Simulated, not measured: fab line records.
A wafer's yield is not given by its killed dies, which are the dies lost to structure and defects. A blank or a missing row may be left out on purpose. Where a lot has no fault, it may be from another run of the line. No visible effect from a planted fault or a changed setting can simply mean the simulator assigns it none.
A struck lot beside a sound one / flow n5Finfet / 41 out of 1938 route steps
Sound: wafers L347.2, L347.3, L347.5. Struck: wafers L351.1, L351.2, L351.6. The cause is named last.
Order at every step that has rows: each side's tool, ch and its chambers, its first start. Under that, the readings that differ: sound wafers / struck wafers / difference of the means / sigmas: that difference in standard deviations of wafers without a fault.
alike: readings whose means differ by less than 2 such deviations, and words and numbers that are the same on both sides. not compared: withheld readings, readings that some wafer has no value for, bounds like >300 that may hide the same value, and numbers for which the record gives no deviation and whose values overlap.
A row with sigmas, a row that says differs or no value, or rows on one side alone: a step with any of these is where the two part. When numbers do not overlap yet have no deviation, they are printed without sigmas and do not part them. Lack of a reading on every wafer of one side parts them only where that side has two or more wafers.

first, 9 steps without rows for these wafers: N5_BEOL_M4_ANNEAL_95 (time 240 s); N5_BEOL_M4_SPUTTER_96 (material Cu, target thk 4.5 nm, time 8.29 s); N5_BEOL_M4_ECD_50 (material Cu, target thk 300 nm); N5_BEOL_M4_ANNEAL_51 (time 90 s); N5_BEOL_M4_CMP_52 (polishes, stops on SiOC, t overpolish 6.8 s, target thk 40 nm); N5_BEOL_M4_PRE_CLEAN_60 (time 15 s); N5_BEOL_M4_CO_CAP_55 (material Co, precursor CCTBA/H2, target thk 2 nm, time 102.1 s); N5_BEOL_M4_PRE_CLEAN_56 (time 15 s); N5_BEOL_M4_DEP_57 (deposits SiCN from 3MS/NH3, target thk 8 nm, time 14 s).
N5_BEOL_M4_RC_MEAS_101:
  sound on prober-02 ch 0, day 12 06:43; struck on prober-01 ch 0, day 13 05:55
  alike: DIBL_N, DIBL_P, IOFF_N, IOFF_P, ION_N, ION_P, SS_N, SS_P, VT_N, VT_P
then, 24 steps without rows for these wafers: N5_BEOL_M5_ILD_DEP_00 (deposits SiCOH lowk from DEMS/porogen, target thk 140.64 nm, time 25.9 s); N5_BEOL_M5_CURE_79 (cures SiCOH lowk, time 240 s); N5_BEOL_M5_PECVD_70 (deposits SiO2 from TEOS/O2, target thk 16 nm, time 18 s); N5_BEOL_M5_HM_DEP_02 (deposits TiN, target thk 20 nm); N5_BEOL_M5_COAT_59 (time 60 s, resist thk 60 nm); N5_BEOL_M5_COAT_60 (time 60 s, resist thk 12 nm); N5_BEOL_M5_COAT_71 (time 60 s, resist thk 5 nm); N5_BEOL_M5_COAT_05 (resist thk 30 nm); N5_BEOL_M5_EBR_07; N5_BEOL_M5_SOFTBAKE_06 (time 60 s); N5_BEOL_M5_EXPOSE_08 (exposes mask M5, target cd 28 nm); N5_BEOL_M5_PEB_09 (peb time 60 s); N5_BEOL_M5_DEVELOP_10 (develop time 30 s); N5_BEOL_M5_DESCUM_16 (chemistry O2, time 7 s); N5_BEOL_M5_ETCH_72 (etches underlayer in N2/H2, target depth 6.5 nm, time 5.2 s); N5_BEOL_M5_ETCH_61 (etches SiARC in CF4, target depth 15.6 nm, time 26 s); N5_BEOL_M5_ETCH_62 (etches SOC in N2/H2, target depth 75 nm, overetch 15 nm, time 112.5 s); N5_BEOL_M5_STRIP_63 (strips in N2/H2); N5_BEOL_M5_STRIP_73 (strips in N2/H2); N5_BEOL_M5_STRIP_64 (strips in CF4); N5_BEOL_M5_HM_OPEN_17 (chemistry Cl2/BCl3, target TiN, target depth 20 nm, overetch 6 nm); N5_BEOL_M5_STRIP_19 (strips in O2); N5_BEOL_M5_COAT_65 (time 60 s, resist thk 60 nm); N5_BEOL_M5_COAT_66 (time 60 s, resist thk 12 nm).
-- the record jumps here: 2 days lie between the struck wafers' starts before and after (it left off in module BEOL_M5 and takes up again in module BEOL_M10, whose first step shown is number 1512 of the route) --
N5_BEOL_M10_TRENCH_ETCH_37: etches SiCOH lowk in C4F6/O2, target depth 148.83 nm, time 48 s.
  sound on rieDiel-05 ch 0,3, day 14 15:02; struck on rieDiel-05 ch 0,3, day 15 13:46
reading=runLengthS (s); sound=71.0 71.5 71.7; struck=60.4 59.7 60.4; difference=-11.2; sigmas=-32
reading=timeS (s); sound=48 48 48; struck=33.6 33.6 33.6; difference=-14.4; sigmas=
reading=model.etch.depthNm (nm); sound=144.2 147.1 147.7; struck=103.8 101.5 103.4; difference=-43.4; sigmas=
reading=model.BEOL_M10.featureDepthNm (nm); sound=144.2 147 147.8; struck=103.8 101.6 103.4; difference=-43.4; sigmas=
reading=model.TiN_of_BEOL_M10_HM_DEP_02.thkNm (nm); sound=15.8 16 16; struck=17.2 17.2 17.2; difference=+1.3; sigmas=
  alike: drypumpMotorCurrentA, oesProductAu, rfVppV, showerheadPlenumPTorr, throttleValvePct
  not compared: rfHoursCounterH
N5_BEOL_M10_OCD_MEAS_38:
  sound on ocd-02 at day 14 15:13; struck on ocd-02 at day 15 13:58
reading=trenchDepthNm (nm); sound=144.4 147.5 147.6; struck=103.5 101.1 103.2; difference=-43.9; sigmas=-22
N5_BEOL_M10_CMP_52: polishes, stops on SiCOH lowk, t overpolish 7 s, target thk 140 nm.
  sound on cmp-01 ch 0,3, day 14 17:40; struck on cmp-02 ch 2,3, day 15 15:55
reading=model.Cu_of_BEOL_M10_ECD_50.thkNm (nm); sound=134.6 137.6 136.8; struck=96.2 93.2 95.4; difference=-41.4; sigmas=
  alike: headPressurePsi, motorCurrentA
N5_BEOL_M10_THK_MEAS_53: measures by xrf.
  sound on filmMetro-02 at day 14 17:56; struck on filmMetro-01 at day 15 16:13
reading=M10_THK (nm); sound=133.9 137.2 136.6; struck=95.0 91.6 94.1; difference=-42.3; sigmas=-18
N5_BEOL_M10_RS_MEAS_57: measurement is done with a four-point probe.
  sound on filmMetro-01 at day 14 18:04; struck on filmMetro-02 at day 15 16:21
reading=M10_RS (ohm/sq); sound=0.1571 0.1531 0.1545; struck=0.2301 0.2381 0.2326; difference=+0.0787; sigmas=+29
N5_BEOL_M15_RC_MEAS_101:
  sound on prober-02 ch 0, day 16 02:48; struck on prober-02 ch 0, day 17 09:34
reading=SERP_M10 (ohm/um); sound=3.26 3.12 3.16; struck=4.65 4.91 4.75; difference=+1.59; sigmas=+25
reading=SERP_M10_max_site (ohm/um); sound=3.34 3.29 3.36; struck=4.86 5.03 4.91; difference=+1.60; sigmas=+22
  alike: COMB_M11, COMB_M12, COMB_M13, COMB_M14, COMB_M15, COMB_M15_max_site, COMB_M5, COMB_M6, COMB_M7, COMB_M8, COMB_M9, SERP_M11, SERP_M12, SERP_M13, SERP_M13_max_site, SERP_M14, SERP_M5, SERP_M6, SERP_M6_max_site, SERP_M7, SERP_M8, SERP_M8_max_site, SERP_M9
N5_PASSIVATION_PROBE_49:
  sound on prober-02 at day 16 19:38; struck on prober-02 at day 18 01:01
reading=defectLimitedYield (%); sound=95.2 91.4 91.4; struck=89.3 89.7 89.6; difference=-3.1; sigmas=-2
reading=killedDies; sound=57 102 101; struck=126 121 123; difference=+37; sigmas=+2
reading=killedShort; sound=22 30 35; struck=50 46 52; difference=+20; sigmas=+2
reading=sort_bin_8_speed (%); sound=0 0 0; struck=0.34 0.93 0.25; difference=+0.51; sigmas=
reading=sortNPass; sound=1123 1078 1079; struck=1054 1059 1057; difference=-37; sigmas=-2
  alike: killed_at_M0_to_M3, killed_at_M4_up, killedAtContacts, killedAtFrontEnd, killedAtOther, killedOpen, sort_bin_5_function, sort_bin_6_memory

WHERE THEY PART
First at N5_BEOL_M10_TRENCH_ETCH_37; last, within this record, at N5_PASSIVATION_PROBE_49.

WHY: what had been put in by the simulator
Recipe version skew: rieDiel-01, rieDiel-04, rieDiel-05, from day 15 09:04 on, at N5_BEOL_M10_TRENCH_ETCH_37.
